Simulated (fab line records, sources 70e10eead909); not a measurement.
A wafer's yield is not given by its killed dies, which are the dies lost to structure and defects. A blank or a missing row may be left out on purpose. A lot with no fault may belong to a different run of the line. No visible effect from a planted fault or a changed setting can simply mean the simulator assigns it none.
A struck lot beside a sound one    flow nand harc    42 out of 1159 route steps
Sound: these wafers, L607.2, L607.5, L607.6. Wafers struck: L624.2, L624.4, L624.5. The cause is named last.
Each step with rows lists, per side, the tool, then ch with its chambers, then its first start. Under that, the readings that differ: sound wafers    struck wafers    difference of the means    sigmas: that difference in standard deviations of wafers without a fault.
alike: readings whose means differ by less than 2 such deviations, and words and numbers that are the same on both sides. not compared: withheld readings, readings that some wafer has no value for, bounds like >300 that may hide the same value, and numbers for which the record gives no deviation and whose values overlap.
A row with sigmas, a row that says differs or no value, or rows on one side alone: a step with any of these is where the two part. Numbers that have no deviation but don't overlap get no sigmas and don't part them. A reading that every wafer of one side lacks parts them only if that side has two wafers or more.

first, 5 steps without rows for these wafers: NHARC_A_M1_PVD_20 (deposits TaN, target thk 5 nm, time 8.06 s); NHARC_A_M1_PVD_21 (deposits Cu, target thk 30 nm, time 20.49 s); NHARC_A_M1_ECD_22 (material Cu, target thk 400 nm); NHARC_A_M1_ANNEAL_31 (time 90 s); NHARC_A_M1_CMP_23 (polishes, t overpolish 20 s, target thk 154.34 nm).
NHARC_A_M1_THK_MEAS_24: measures by xrf.
  sound: film metro-01 at day 18 04:04; struck: film metro-01 at day 21 15:34
  alike: thk nm
after that, 1 step had no rows for these wafers: NHARC_A_M1_SRD_25.
NHARC_A_M1_INSPECT_27:
  sound: defect inspect-02 at day 18 04:14; struck: defect inspect-01 at day 21 15:43
  alike: raw defect count
NHARC_A_M1_PRE_CLEAN_32: time 12 s.
  sound on pecvd-02 ch 0,1, day 18 04:17; struck on pecvd-02 ch 0,1,2, day 21 15:50
  alike: heater power w
NHARC_A_M1_DEP_33: deposits SiCN, target thk 30 nm.
  sound on pecvd-02 ch 0,1, day 18 04:22; struck on pecvd-02 ch 0,1,2, day 21 15:58
  alike: heater power w
then, 1 step without rows for these wafers: NHARC_A_BONDPAD_DEP_00 (deposits SiCN, target thk 250 nm).
NHARC_A_BONDPAD_CMP_29: polishes SiCN, target thk 200 nm.
  sound on cmp-02 ch 0,1,3, day 18 05:26; struck on cmp-01 ch 1,2, day 21 16:51
  alike: motor current A
NHARC_A_BONDPAD_THK_MEAS_30: measures by ellipsometry.
  sound: film metro-01 at day 18 05:39; struck: film metro-01 at day 21 17:06
  alike: thk nm
then, 10 steps without rows for these wafers: NHARC_A_BONDPAD_SRD_31; NHARC_A_BONDPAD_DEHYDRATE_01 (time 120 s); NHARC_A_BONDPAD_HMDS_02 (time 30 s); NHARC_A_BONDPAD_COAT_33 (time 65 s); NHARC_A_BONDPAD_COAT_03 (resist thk 600 nm); NHARC_A_BONDPAD_SOFTBAKE_04 (time 70 s); NHARC_A_BONDPAD_EBR_05; NHARC_A_BONDPAD_EXPOSE_06 (exposes mask A BPAD); NHARC_A_BONDPAD_PEB_07 (peb time 80 s); NHARC_A_BONDPAD_DEVELOP_08 (time 50 s).
NHARC_A_BONDPAD_CD_MEAS_09: target cd 500 nm.
  sound on cd sem-03 ch 0, day 18 06:07; struck on cd sem-02 ch 0, day 21 17:40
  alike: cd nm
NHARC_A_BONDPAD_OVL_MEAS_35:
  sound: overlay-01 at day 18 06:13; struck: overlay-02 at day 21 17:46
  alike: overlay x nm, overlay y nm
then, 3 steps without rows for these wafers: NHARC_A_BONDPAD_HARDBAKE_10 (time 65 s); NHARC_A_BONDPAD_DESCUM_11 (chemistry O2, time 3 s); NHARC_A_BONDPAD_ETCH_34 (etches the open film in N2/H2, target depth 60 nm, overetch 18 nm, time 65.91 s).
NHARC_A_BONDPAD_ETCH_12: etches the open film in CHF3/O2, target depth 220 nm, time 110 s.
  sound on rie diel-12 ch 1,2,3; struck on rie diel-05 ch 0,2
  alike: drypump motor current A, oes product au, rf vpp V, showerhead plenum p Torr, throttle valve pct
  not compared: rf hours counter h
NHARC_A_BONDPAD_CD_MEAS_13:
  sound: cd sem-03 at day 18 06:40; struck: cd sem-02 at day 21 18:13
  alike: cd nm
then, 6 steps without rows for these wafers: NHARC_A_BONDPAD_STRIP_15 (strips in O2); NHARC_A_BONDPAD_ETCH_24 (etches the open film in CF4/N2, target depth 30 nm, time 72.99 s); NHARC_A_BONDPAD_STRIP_16 (strips in post etch residue remover, time 600 s); NHARC_A_BONDPAD_DEGAS_25 (time 60 s); NHARC_A_BONDPAD_PRE_CLEAN_26 (time 30 s); NHARC_A_BONDPAD_PVD_17 (deposits TaN, target thk 5 nm, time 8.06 s).
NHARC_A_BONDPAD_PVD_27: deposits Cu, target thk 30 nm, time 20.49 s.
  sound on pvd sputter-02; struck on pvd sputter-03
  alike: throttle valve pct
then, 1 step without rows for these wafers: NHARC_A_BONDPAD_ECD_18 (material Cu, target thk 400 nm).
NHARC_A_BONDPAD_ANNEAL_28: time 90 s.
  sound on rtp anneal-02 ch 0, day 18 08:07; struck on rtp anneal-01 ch 0, day 21 19:37
  alike: wafer_temp_C_max
then, 1 step without rows for these wafers: NHARC_A_BONDPAD_CMP_19 (polishes, t overpolish 30 s, cu recess touch 16 s, target thk 169.8 nm).
NHARC_A_BONDPAD_THK_MEAS_20: measures by xrf.
  sound: film metro-02 at day 18 08:44; struck: film metro-01 at day 21 20:14
  alike: thk nm
NHARC_END_SORT_01:
  sound on prober-02 ch 0, day 20 02:15; struck on prober-02 ch 0, day 23 04:10
reading                   sound           struck          difference  sigmas
defect limited yield (%)  94.2 95.4 95.4  36.3 31.3 34.0  -61.1       -38
killed at array           39 27 27        425 462 445     +413        +38
killed dies               39 31 31        431 465 447     +414        +38
sort_bin_2_pct (%)        2.4 2.1 1.3     25.6 24.7 25.0  +23.2       +35
sort_bin_3_pct (%)        0.30 0.30 0.30  5.76 4.58 5.47  +4.97       +22
sort_bin_4_pct (%)        3.1 2.2 3.0     32.3 39.4 35.6  +33.0       +34
sort n pass               638 646 646     246 212 230     -414        -38
sort rim yield pct (%)    97.2 98.1 96.2  34.0 31.1 38.7  -62.6       -27
sort yield pct (%)        94.2 95.4 95.4  36.3 31.3 34.0  -61.1       -38
  alike: killed at other, killed at periphery, killed open, killed short

## WHERE THEY PART
NHARC_END_SORT_01 only, going by this record.

WHY: whatever the simulator had introduced
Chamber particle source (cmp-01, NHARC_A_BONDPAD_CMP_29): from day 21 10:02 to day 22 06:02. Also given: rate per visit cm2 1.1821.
